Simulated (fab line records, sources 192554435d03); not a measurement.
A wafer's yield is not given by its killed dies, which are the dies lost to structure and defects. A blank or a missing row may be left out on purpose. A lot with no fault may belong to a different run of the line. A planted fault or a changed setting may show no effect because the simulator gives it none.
Matching of chambers ; flow n5Finfet ; pecvd-01 running N5_BEOL_M11_PECVD_70: 3 sister chambers
The step deposits SiO2 from TEOS/O2, target thk 20 nm, time 22.7 s. 6 wafers are shown with their chamber, then 11 later ones without.

== EACH WAFER AND ITS CHAMBER ==
wafer;chamber;showerheadPlenumPTorr (Torr);showerheadVppV (V)
L085.2;2;8.83;1320
L085.3;1;8.81;1303
L086.1;1;8.83;1284
L086.2;0;8.73;1268
L086.4;2;8.82;1330
L089.2;0;8.70;1276

== WAFERS WHOSE CHAMBER IS MISSING ==
wafer;showerheadPlenumPTorr (Torr);showerheadVppV (V)
L089.5;8.75;1269
L089.6;8.86;1289
L092.1;8.84;1300
L092.2;8.81;1348
L092.4;8.85;1301
L094.3;8.82;1330
L094.4;8.75;1270
L094.5;8.82;1295
L097.1;8.84;1340
L097.2;8.75;1266
L097.5;8.79;1337

== EACH ONE'S CHAMBER ==
wafer;from the rows above;in truth
L089.5;0;0
L089.6;can't be placed: 1 or 2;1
L092.1;can't be placed: 1 or 2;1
L092.2;2;2
L092.4;can't be placed: 1 or 2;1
L094.3;2;2
L094.4;0;0
L094.5;1;1
L097.1;2;2
L097.2;0;0
L097.5;2;2
Correctly placed: 8 of 11. From these rows, 3 cannot be placed; in 3 the true chamber is one of the candidates. Number placed wrongly: 0.
How it was worked out, from the rows above alone: a wafer's distance from a chamber is the root of the sum, over the readings, of the square of ((its reading less the chamber's mean) divided by the reading's scatter). If the next closest chamber is less than 2 further off than the closest, the wafer can't be placed; otherwise it belongs to the closest. A chamber's mean is the mean of its shown wafers. The scatter is the square root of a quotient: the sum, over the shown wafers, of each reading's squared deviation from its chamber's mean, divided by wafers minus chambers.
